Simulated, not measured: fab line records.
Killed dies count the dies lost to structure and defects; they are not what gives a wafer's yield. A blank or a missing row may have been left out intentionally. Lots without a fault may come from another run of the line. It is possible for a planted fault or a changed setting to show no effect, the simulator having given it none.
Which tool was responsible? || flow nand_harc || 72 wafers from 24 lots sampled at 5 of the route's 1302 steps

WHAT EACH GAUGE READ, for each wafer
NHARC_A_BLC_INSPECT_28. Usual: 516 for raw_defect_count, sd 130.
{"lot": "L074", "measured": "day 23 12:55", "on": "defect_inspect-02", "raw_defect_count": "324 364 295", "flag": ""}
{"lot": "L077", "measured": "day 23 14:20", "on": "defect_inspect-01", "raw_defect_count": "620 650 474", "flag": ""}
{"lot": "L075", "measured": "day 23 16:17", "on": "defect_inspect-02", "raw_defect_count": "441 395 358", "flag": ""}
{"lot": "L076", "measured": "day 23 19:46", "on": "defect_inspect-01", "raw_defect_count": "520 452 483", "flag": ""}
{"lot": "L078", "measured": "day 24 16:07", "on": "defect_inspect-02", "raw_defect_count": "389 372 441", "flag": ""}
{"lot": "L079", "measured": "day 24 18:19", "on": "defect_inspect-01", "raw_defect_count": "399 391 404", "flag": ""}
{"lot": "L080", "measured": "day 25 03:25", "on": "defect_inspect-02", "raw_defect_count": "494 713 695", "flag": ""}
{"lot": "L081", "measured": "day 25 21:10", "on": "defect_inspect-01", "raw_defect_count": "492 472 322", "flag": ""}
{"lot": "L082", "measured": "day 26 04:51", "on": "defect_inspect-02", "raw_defect_count": "668 585 639", "flag": ""}
{"lot": "L083", "measured": "day 26 09:38", "on": "defect_inspect-02", "raw_defect_count": "396 470 487", "flag": ""}
{"lot": "L084", "measured": "day 26 12:46", "on": "defect_inspect-01", "raw_defect_count": "758 505 645", "flag": ""}
{"lot": "L086", "measured": "day 26 16:40", "on": "defect_inspect-02", "raw_defect_count": "390 593 592", "flag": ""}
{"lot": "L085", "measured": "day 27 03:02", "on": "defect_inspect-01", "raw_defect_count": "436 384 410", "flag": ""}
{"lot": "L087", "measured": "day 28 06:14", "on": "defect_inspect-02", "raw_defect_count": "506 516 588", "flag": ""}
{"lot": "L088", "measured": "day 28 10:23", "on": "defect_inspect-02", "raw_defect_count": "676 1141 610", "flag": ""}
{"lot": "L089", "measured": "day 28 11:48", "on": "defect_inspect-01", "raw_defect_count": "564 537 626", "flag": ""}
{"lot": "L090", "measured": "day 29 16:58", "on": "defect_inspect-01", "raw_defect_count": "621 474 522", "flag": ""}
{"lot": "L093", "measured": "day 30 06:10", "on": "defect_inspect-02", "raw_defect_count": "463 489 428", "flag": ""}
{"lot": "L092", "measured": "day 30 06:58", "on": "defect_inspect-02", "raw_defect_count": "454 409 478", "flag": ""}
{"lot": "L091", "measured": "day 30 09:49", "on": "defect_inspect-02", "raw_defect_count": "476 661 747", "flag": ""}
{"lot": "L094", "measured": "day 30 13:26", "on": "defect_inspect-01", "raw_defect_count": "463 590 538", "flag": ""}
{"lot": "L095", "measured": "day 31 15:10", "on": "defect_inspect-01", "raw_defect_count": "383 720 485", "flag": ""}
{"lot": "L096", "measured": "day 31 22:53", "on": "defect_inspect-01", "raw_defect_count": "495 349 329", "flag": ""}
{"lot": "L097", "measured": "day 32 00:07", "on": "defect_inspect-01", "raw_defect_count": "618 746 583", "flag": ""}

WHICH TOOL RAN EACH LOT (tool, then ch and the chambers of the sampled wafers, then the start)
{"lot": "L074", "NHARC_A_CONTACT_ETCH_131": "har_cap_etch-02 ch 0,1, day 22 16:04", "NHARC_A_CONTACT_ETCH_106": "rie_diel-08 ch 0,1,2, day 22 17:41", "NHARC_A_CONTACT_ETCH_135": "har_cap_etch-03 ch 0,1, day 23 04:39", "NHARC_A_BLC_ALD_23": "ald_metal-03 ch 0,3, day 23 11:47"}
{"lot": "L077", "NHARC_A_CONTACT_ETCH_131": "har_cap_etch-03 ch 0,1, day 22 23:44", "NHARC_A_CONTACT_ETCH_106": "rie_diel-08 ch 0,1,3, day 23 01:51", "NHARC_A_CONTACT_ETCH_135": "har_cap_etch-02 ch 0, day 23 06:32", "NHARC_A_BLC_ALD_23": "ald_metal-02 ch 1,3, day 23 13:13"}
{"lot": "L075", "NHARC_A_CONTACT_ETCH_131": "har_cap_etch-02 ch 0,1, day 23 00:36", "NHARC_A_CONTACT_ETCH_106": "rie_diel-12 ch 0,1,2, day 23 02:17", "NHARC_A_CONTACT_ETCH_135": "har_cap_etch-01 ch 1, day 23 07:34", "NHARC_A_BLC_ALD_23": "ald_metal-02 ch 0,2, day 23 15:05"}
{"lot": "L076", "NHARC_A_CONTACT_ETCH_131": "har_cap_etch-01 ch 0,1, day 23 03:05", "NHARC_A_CONTACT_ETCH_106": "rie_diel-12 ch 0,1,2, day 23 04:44", "NHARC_A_CONTACT_ETCH_135": "har_cap_etch-03 ch 0,1, day 23 11:09", "NHARC_A_BLC_ALD_23": "ald_metal-03 ch 0,1,3, day 23 18:37"}
{"lot": "L078", "NHARC_A_CONTACT_ETCH_131": "har_cap_etch-03 ch 0,1, day 24 00:05", "NHARC_A_CONTACT_ETCH_106": "rie_diel-12 ch 0,1, day 24 01:44", "NHARC_A_CONTACT_ETCH_135": "har_cap_etch-03 ch 0,1, day 24 07:45", "NHARC_A_BLC_ALD_23": "ald_metal-04 ch 0,1,3, day 24 15:01"}
{"lot": "L079", "NHARC_A_CONTACT_ETCH_131": "har_cap_etch-01 ch 0,1, day 24 03:04", "NHARC_A_CONTACT_ETCH_106": "rie_diel-12 ch 0,1, day 24 04:37", "NHARC_A_CONTACT_ETCH_135": "har_cap_etch-02 ch 0,1, day 24 10:19", "NHARC_A_BLC_ALD_23": "ald_metal-02 ch 1,2, day 24 17:13"}
{"lot": "L080", "NHARC_A_CONTACT_ETCH_131": "har_cap_etch-01 ch 0,1, day 24 12:38", "NHARC_A_CONTACT_ETCH_106": "rie_diel-08 ch 0,2,3, day 24 14:17", "NHARC_A_CONTACT_ETCH_135": "har_cap_etch-03 ch 0,1, day 24 19:19", "NHARC_A_BLC_ALD_23": "ald_metal-03 ch 0,1,3, day 25 02:18"}
{"lot": "L081", "NHARC_A_CONTACT_ETCH_131": "har_cap_etch-03 ch 0,1, day 25 06:45", "NHARC_A_CONTACT_ETCH_106": "rie_diel-12 ch 1,2,3, day 25 08:22", "NHARC_A_CONTACT_ETCH_135": "har_cap_etch-02 ch 0,1, day 25 12:55", "NHARC_A_BLC_ALD_23": "ald_metal-02 ch 0,2, day 25 19:35"}
{"lot": "L082", "NHARC_A_CONTACT_ETCH_131": "har_cap_etch-03 ch 0,1, day 25 12:44", "NHARC_A_CONTACT_ETCH_106": "rie_diel-12 ch 1,3, day 25 14:22", "NHARC_A_CONTACT_ETCH_135": "har_cap_etch-02 ch 0,1, day 25 20:04", "NHARC_A_BLC_ALD_23": "ald_metal-03 ch 0,1, day 26 03:43"}
{"lot": "L083", "NHARC_A_CONTACT_ETCH_131": "har_cap_etch-03 ch 0,1, day 25 19:17", "NHARC_A_CONTACT_ETCH_106": "rie_diel-12 ch 0,2, day 25 20:56", "NHARC_A_CONTACT_ETCH_135": "har_cap_etch-01 ch 0,1, day 26 01:46", "NHARC_A_BLC_ALD_23": "ald_metal-04 ch 1,2,3, day 26 08:33"}
{"lot": "L084", "NHARC_A_CONTACT_ETCH_131": "har_cap_etch-01 ch 0,1, day 25 21:51", "NHARC_A_CONTACT_ETCH_106": "rie_diel-12 ch 1,2, day 25 23:28", "NHARC_A_CONTACT_ETCH_135": "har_cap_etch-03 ch 0,1, day 26 05:04", "NHARC_A_BLC_ALD_23": "ald_metal-03 ch 0,1,2, day 26 11:40"}
{"lot": "L086", "NHARC_A_CONTACT_ETCH_131": "har_cap_etch-02 ch 0,1, day 26 01:44", "NHARC_A_CONTACT_ETCH_106": "rie_diel-08 ch 1,2, day 26 04:01", "NHARC_A_CONTACT_ETCH_135": "har_cap_etch-02 ch 0,1, day 26 08:44", "NHARC_A_BLC_ALD_23": "ald_metal-03 ch 0,1,2, day 26 15:35"}
{"lot": "L085", "NHARC_A_CONTACT_ETCH_131": "har_cap_etch-01 ch 0,1, day 26 10:56", "NHARC_A_CONTACT_ETCH_106": "rie_diel-08 ch 0,1,2, day 26 12:35", "NHARC_A_CONTACT_ETCH_135": "har_cap_etch-03 ch 0,1, day 26 19:02", "NHARC_A_BLC_ALD_23": "ald_metal-03 ch 0,3, day 27 01:55"}
{"lot": "L087", "NHARC_A_CONTACT_ETCH_131": "har_cap_etch-02 ch 0,1, day 27 15:25", "NHARC_A_CONTACT_ETCH_106": "rie_diel-12 ch 0,1,3, day 27 17:03", "NHARC_A_CONTACT_ETCH_135": "har_cap_etch-02 ch 0,1, day 27 21:44", "NHARC_A_BLC_ALD_23": "ald_metal-02 ch 1,2, day 28 04:35"}
{"lot": "L088", "NHARC_A_CONTACT_ETCH_131": "har_cap_etch-01 ch 0,1, day 27 18:45", "NHARC_A_CONTACT_ETCH_106": "rie_diel-08 ch 1,2, day 27 20:28", "NHARC_A_CONTACT_ETCH_135": "har_cap_etch-01 ch 0,1, day 28 02:00", "NHARC_A_BLC_ALD_23": "ald_metal-03 ch 0,1,3, day 28 08:50"}
{"lot": "L089", "NHARC_A_CONTACT_ETCH_131": "har_cap_etch-03 ch 0,1, day 27 20:08", "NHARC_A_CONTACT_ETCH_106": "rie_diel-12 ch 0,3, day 27 21:49", "NHARC_A_CONTACT_ETCH_135": "har_cap_etch-03 ch 0,1, day 28 02:28", "NHARC_A_BLC_ALD_23": "ald_metal-02 ch 0,1,2, day 28 10:38"}
{"lot": "L090", "NHARC_A_CONTACT_ETCH_131": "har_cap_etch-01 ch 0,1, day 28 21:35", "NHARC_A_CONTACT_ETCH_106": "rie_diel-08 ch 0,3, day 28 23:11", "NHARC_A_CONTACT_ETCH_135": "har_cap_etch-03 ch 0,1, day 29 09:06", "NHARC_A_BLC_ALD_23": "ald_metal-02 ch 0,1,3, day 29 15:49"}
{"lot": "L093", "NHARC_A_CONTACT_ETCH_131": "har_cap_etch-03 ch 0,1, day 29 13:43", "NHARC_A_CONTACT_ETCH_106": "rie_diel-12 ch 1,2, day 29 15:22", "NHARC_A_CONTACT_ETCH_135": "har_cap_etch-01 ch 0,1, day 29 22:09", "NHARC_A_BLC_ALD_23": "ald_metal-02 ch 0,1,3, day 30 04:59"}
{"lot": "L092", "NHARC_A_CONTACT_ETCH_131": "har_cap_etch-01 ch 0,1, day 29 15:38", "NHARC_A_CONTACT_ETCH_106": "rie_diel-01 ch 0,3, day 29 17:16", "NHARC_A_CONTACT_ETCH_135": "har_cap_etch-02 ch 0,1, day 29 22:54", "NHARC_A_BLC_ALD_23": "ald_metal-03 ch 1,2,3, day 30 05:53"}
{"lot": "L091", "NHARC_A_CONTACT_ETCH_131": "har_cap_etch-02 ch 0,1, day 29 18:57", "NHARC_A_CONTACT_ETCH_106": "rie_diel-08 ch 1,2, day 29 20:38", "NHARC_A_CONTACT_ETCH_135": "har_cap_etch-03 ch 0,1, day 30 01:43", "NHARC_A_BLC_ALD_23": "ald_metal-04 ch 0,2, day 30 08:42"}
{"lot": "L094", "NHARC_A_CONTACT_ETCH_131": "har_cap_etch-03 ch 0,1, day 29 22:06", "NHARC_A_CONTACT_ETCH_106": "rie_diel-12 ch 0,1, day 29 23:45", "NHARC_A_CONTACT_ETCH_135": "har_cap_etch-01 ch 0,1, day 30 05:22", "NHARC_A_BLC_ALD_23": "ald_metal-02 ch 0,2, day 30 12:17"}
{"lot": "L095", "NHARC_A_CONTACT_ETCH_131": "har_cap_etch-02 ch 0,1, day 30 23:56", "NHARC_A_CONTACT_ETCH_106": "rie_diel-08 ch 0,3, day 31 01:36", "NHARC_A_CONTACT_ETCH_135": "har_cap_etch-02 ch 0,1, day 31 06:44", "NHARC_A_BLC_ALD_23": "ald_metal-02 ch 1,3, day 31 14:01"}
{"lot": "L096", "NHARC_A_CONTACT_ETCH_131": "har_cap_etch-03 ch 0,1, day 31 06:22", "NHARC_A_CONTACT_ETCH_106": "rie_diel-12 ch 0,2,3, day 31 07:59", "NHARC_A_CONTACT_ETCH_135": "har_cap_etch-01 ch 0,1, day 31 14:56", "NHARC_A_BLC_ALD_23": "ald_metal-02 ch 0,1,3, day 31 21:45"}
{"lot": "L097", "NHARC_A_CONTACT_ETCH_131": "har_cap_etch-01 ch 0,1, day 31 06:49", "NHARC_A_CONTACT_ETCH_106": "rie_diel-01 ch 0,2, day 31 08:30", "NHARC_A_CONTACT_ETCH_135": "har_cap_etch-02 ch 0,1, day 31 15:34", "NHARC_A_BLC_ALD_23": "ald_metal-04 ch 0,2, day 31 22:58"}
- NHARC_A_CONTACT_ETCH_131: etches the open film in C4F8/O2/Ar, time 197 s, target depth 1918 nm.
- NHARC_A_CONTACT_ETCH_106: etches the open film in CF4/O2, target depth 90 nm, overetch 9 nm, time 49.5 s.
- NHARC_A_CONTACT_ETCH_135: etches the open film in C4F8/O2/Ar, time 311 s, target depth 1912 nm.
- NHARC_A_BLC_ALD_23: deposits TiN, target thk 3 nm, pulse time 1 s, ald cycles 150.

AS READ BY THE TOOLS THEMSELVES (means over the sampled wafers that have a number; for cases with no such wafer, the mark the record gives instead)
NHARC_A_CONTACT_ETCH_106. Usual: drypump_motor_current_A 5.62 A, standard deviation 0.29; oes_product_au 1.004 a.u., standard deviation 0.0083; rf_vpp_V 198.0 V, standard deviation 1.5; showerhead_plenum_p_Torr 1.34 Torr, standard deviation 0.064; throttle_valve_pct 13.397 %, standard deviation 0.0088.
{"lot": "L074", "tool": "rie_diel-08", "drypump_motor_current_A (A)": 5.68, "oes_product_au (a.u.)": 1.000, "rf_vpp_V (V)": 197.9, "showerhead_plenum_p_Torr (Torr)": 1.34, "throttle_valve_pct (%)": 13.397, "flag": ""}
{"lot": "L077", "tool": "rie_diel-08", "drypump_motor_current_A (A)": 5.77, "oes_product_au (a.u.)": 1.005, "rf_vpp_V (V)": 198.5, "showerhead_plenum_p_Torr (Torr)": 1.35, "throttle_valve_pct (%)": 13.389, "flag": ""}
{"lot": "L075", "tool": "rie_diel-12", "drypump_motor_current_A (A)": 5.71, "oes_product_au (a.u.)": 0.997, "rf_vpp_V (V)": 197.5, "showerhead_plenum_p_Torr (Torr)": 1.32, "throttle_valve_pct (%)": 13.396, "flag": ""}
{"lot": "L076", "tool": "rie_diel-12", "drypump_motor_current_A (A)": 5.73, "oes_product_au (a.u.)": 1.009, "rf_vpp_V (V)": 197.8, "showerhead_plenum_p_Torr (Torr)": 1.32, "throttle_valve_pct (%)": 13.397, "flag": ""}
{"lot": "L078", "tool": "rie_diel-12", "drypump_motor_current_A (A)": 5.62, "oes_product_au (a.u.)": 1.001, "rf_vpp_V (V)": 196.6, "showerhead_plenum_p_Torr (Torr)": 1.32, "throttle_valve_pct (%)": 13.404, "flag": ""}
{"lot": "L079", "tool": "rie_diel-12", "drypump_motor_current_A (A)": 5.64, "oes_product_au (a.u.)": 1.001, "rf_vpp_V (V)": 197.4, "showerhead_plenum_p_Torr (Torr)": 1.32, "throttle_valve_pct (%)": 13.405, "flag": ""}
{"lot": "L080", "tool": "rie_diel-08", "drypump_motor_current_A (A)": 5.50, "oes_product_au (a.u.)": 0.997, "rf_vpp_V (V)": 198.9, "showerhead_plenum_p_Torr (Torr)": 1.37, "throttle_valve_pct (%)": 13.397, "flag": ""}
{"lot": "L081", "tool": "rie_diel-12", "drypump_motor_current_A (A)": 5.50, "oes_product_au (a.u.)": 1.012, "rf_vpp_V (V)": 197.9, "showerhead_plenum_p_Torr (Torr)": 1.36, "throttle_valve_pct (%)": 13.395, "flag": ""}
{"lot": "L082", "tool": "rie_diel-12", "drypump_motor_current_A (A)": 5.46, "oes_product_au (a.u.)": 1.000, "rf_vpp_V (V)": 199.0, "showerhead_plenum_p_Torr (Torr)": 1.41, "throttle_valve_pct (%)": 13.399, "flag": ""}
{"lot": "L083", "tool": "rie_diel-12", "drypump_motor_current_A (A)": 5.68, "oes_product_au (a.u.)": 1.013, "rf_vpp_V (V)": 196.4, "showerhead_plenum_p_Torr (Torr)": 1.27, "throttle_valve_pct (%)": 13.401, "flag": ""}
{"lot": "L084", "tool": "rie_diel-12", "drypump_motor_current_A (A)": 5.73, "oes_product_au (a.u.)": 1.009, "rf_vpp_V (V)": 198.1, "showerhead_plenum_p_Torr (Torr)": 1.36, "throttle_valve_pct (%)": 13.401, "flag": ""}
{"lot": "L086", "tool": "rie_diel-08", "drypump_motor_current_A (A)": 5.85, "oes_product_au (a.u.)": 1.010, "rf_vpp_V (V)": 197.9, "showerhead_plenum_p_Torr (Torr)": 1.34, "throttle_valve_pct (%)": 13.390, "flag": ""}
{"lot": "L085", "tool": "rie_diel-08", "drypump_motor_current_A (A)": 5.68, "oes_product_au (a.u.)": 1.001, "rf_vpp_V (V)": 197.3, "showerhead_plenum_p_Torr (Torr)": 1.34, "throttle_valve_pct (%)": 13.392, "flag": ""}
{"lot": "L087", "tool": "rie_diel-12", "drypump_motor_current_A (A)": 5.42, "oes_product_au (a.u.)": 1.002, "rf_vpp_V (V)": 199.6, "showerhead_plenum_p_Torr (Torr)": 1.36, "throttle_valve_pct (%)": 13.390, "flag": ""}
{"lot": "L088", "tool": "rie_diel-08", "drypump_motor_current_A (A)": 5.58, "oes_product_au (a.u.)": 1.011, "rf_vpp_V (V)": 198.4, "showerhead_plenum_p_Torr (Torr)": 1.36, "throttle_valve_pct (%)": 13.387, "flag": ""}
{"lot": "L089", "tool": "rie_diel-12", "drypump_motor_current_A (A)": 5.22, "oes_product_au (a.u.)": 0.998, "rf_vpp_V (V)": 198.5, "showerhead_plenum_p_Torr (Torr)": 1.36, "throttle_valve_pct (%)": 13.401, "flag": ""}
{"lot": "L090", "tool": "rie_diel-08", "drypump_motor_current_A (A)": 5.60, "oes_product_au (a.u.)": 1.009, "rf_vpp_V (V)": 199.1, "showerhead_plenum_p_Torr (Torr)": 1.37, "throttle_valve_pct (%)": 13.395, "flag": ""}
{"lot": "L093", "tool": "rie_diel-12", "drypump_motor_current_A (A)": 5.79, "oes_product_au (a.u.)": 1.005, "rf_vpp_V (V)": 197.2, "showerhead_plenum_p_Torr (Torr)": 1.31, "throttle_valve_pct (%)": 13.401, "flag": ""}
{"lot": "L092", "tool": "rie_diel-01", "drypump_motor_current_A (A)": 5.67, "oes_product_au (a.u.)": 1.004, "rf_vpp_V (V)": 196.7, "showerhead_plenum_p_Torr (Torr)": 1.26, "throttle_valve_pct (%)": 13.401, "flag": ""}
{"lot": "L091", "tool": "rie_diel-08", "drypump_motor_current_A (A)": 5.57, "oes_product_au (a.u.)": 1.009, "rf_vpp_V (V)": 198.6, "showerhead_plenum_p_Torr (Torr)": 1.36, "throttle_valve_pct (%)": 13.407, "flag": ""}
{"lot": "L094", "tool": "rie_diel-12", "drypump_motor_current_A (A)": 5.64, "oes_product_au (a.u.)": 0.999, "rf_vpp_V (V)": 197.4, "showerhead_plenum_p_Torr (Torr)": 1.31, "throttle_valve_pct (%)": 13.384, "flag": ""}
{"lot": "L095", "tool": "rie_diel-08", "drypump_motor_current_A (A)": 5.61, "oes_product_au (a.u.)": 0.996, "rf_vpp_V (V)": 199.0, "showerhead_plenum_p_Torr (Torr)": 1.37, "throttle_valve_pct (%)": 13.405, "flag": ""}
{"lot": "L096", "tool": "rie_diel-12", "drypump_motor_current_A (A)": 5.49, "oes_product_au (a.u.)": 1.004, "rf_vpp_V (V)": 196.6, "showerhead_plenum_p_Torr (Torr)": 1.31, "throttle_valve_pct (%)": 13.391, "flag": ""}
{"lot": "L097", "tool": "rie_diel-01", "drypump_motor_current_A (A)": 5.74, "oes_product_au (a.u.)": 0.994, "rf_vpp_V (V)": 196.9, "showerhead_plenum_p_Torr (Torr)": 1.30, "throttle_valve_pct (%)": 13.398, "flag": ""}

NHARC_A_BLC_ALD_23. Usual: heater_power_w 1056 W, standard deviation 85; precursor_pulse_height_rel 1.002, standard deviation 0.022.
{"lot": "L074", "tool": "ald_metal-03", "heater_power_w (W)": 970, "precursor_pulse_height_rel": 1.005, "flag": ""}
{"lot": "L077", "tool": "ald_metal-02", "heater_power_w (W)": 1087, "precursor_pulse_height_rel": 1.002, "flag": ""}
{"lot": "L075", "tool": "ald_metal-02", "heater_power_w (W)": 1092, "precursor_pulse_height_rel": 0.997, "flag": ""}
{"lot": "L076", "tool": "ald_metal-03", "heater_power_w (W)": 1060, "precursor_pulse_height_rel": 1.004, "flag": ""}
{"lot": "L078", "tool": "ald_metal-04", "heater_power_w (W)": 1049, "precursor_pulse_height_rel": 1.003, "flag": ""}
{"lot": "L079", "tool": "ald_metal-02", "heater_power_w (W)": 1098, "precursor_pulse_height_rel": 1.010, "flag": ""}
{"lot": "L080", "tool": "ald_metal-03", "heater_power_w (W)": 985, "precursor_pulse_height_rel": 1.000, "flag": ""}
{"lot": "L081", "tool": "ald_metal-02", "heater_power_w (W)": 1128, "precursor_pulse_height_rel": 0.984, "flag": ""}
{"lot": "L082", "tool": "ald_metal-03", "heater_power_w (W)": 1068, "precursor_pulse_height_rel": 1.010, "flag": ""}
{"lot": "L083", "tool": "ald_metal-04", "heater_power_w (W)": 1030, "precursor_pulse_height_rel": 0.981, "flag": ""}
{"lot": "L084", "tool": "ald_metal-03", "heater_power_w (W)": 1036, "precursor_pulse_height_rel": 0.999, "flag": ""}
{"lot": "L086", "tool": "ald_metal-03", "heater_power_w (W)": 1013, "precursor_pulse_height_rel": 1.020, "flag": ""}
{"lot": "L085", "tool": "ald_metal-03", "heater_power_w (W)": 925, "precursor_pulse_height_rel": 0.990, "flag": ""}
{"lot": "L087", "tool": "ald_metal-02", "heater_power_w (W)": 1088, "precursor_pulse_height_rel": 1.009, "flag": ""}
{"lot": "L088", "tool": "ald_metal-03", "heater_power_w (W)": 977, "precursor_pulse_height_rel": 1.017, "flag": ""}
{"lot": "L089", "tool": "ald_metal-02", "heater_power_w (W)": 1074, "precursor_pulse_height_rel": 1.004, "flag": ""}
{"lot": "L090", "tool": "ald_metal-02", "heater_power_w (W)": 1094, "precursor_pulse_height_rel": 0.998, "flag": ""}
{"lot": "L093", "tool": "ald_metal-02", "heater_power_w (W)": 1090, "precursor_pulse_height_rel": 0.987, "flag": ""}
{"lot": "L092", "tool": "ald_metal-03", "heater_power_w (W)": 1008, "precursor_pulse_height_rel": 1.010, "flag": ""}
{"lot": "L091", "tool": "ald_metal-04", "heater_power_w (W)": 1062, "precursor_pulse_height_rel": 1.008, "flag": ""}
{"lot": "L094", "tool": "ald_metal-02", "heater_power_w (W)": 1112, "precursor_pulse_height_rel": 1.010, "flag": ""}
{"lot": "L095", "tool": "ald_metal-02", "heater_power_w (W)": 1112, "precursor_pulse_height_rel": 0.991, "flag": ""}
{"lot": "L096", "tool": "ald_metal-02", "heater_power_w (W)": 1106, "precursor_pulse_height_rel": 1.000, "flag": ""}
{"lot": "L097", "tool": "ald_metal-04", "heater_power_w (W)": 1015, "precursor_pulse_height_rel": 1.020, "flag": ""}

THE ANSWER, worked out from the rows above alone
Rule: a lot is off if the mean of its wafers that have a number lies more than 3 standard deviations from the usual mean. A lot without any number at a reading at which 4 lots or more have one is off too. The other lots that the step has rows for count as sound. The gauges are gone through in route order, then the tools' own readings, and for those a lot's mean is taken as printed above. At the first step where some lot is off, the reading lying furthest off is the one used; lots without a number count as furthest.
None of the lots is off at any reading shown; this tells nothing.

WHAT THE SIMULATOR HAD INSERTED
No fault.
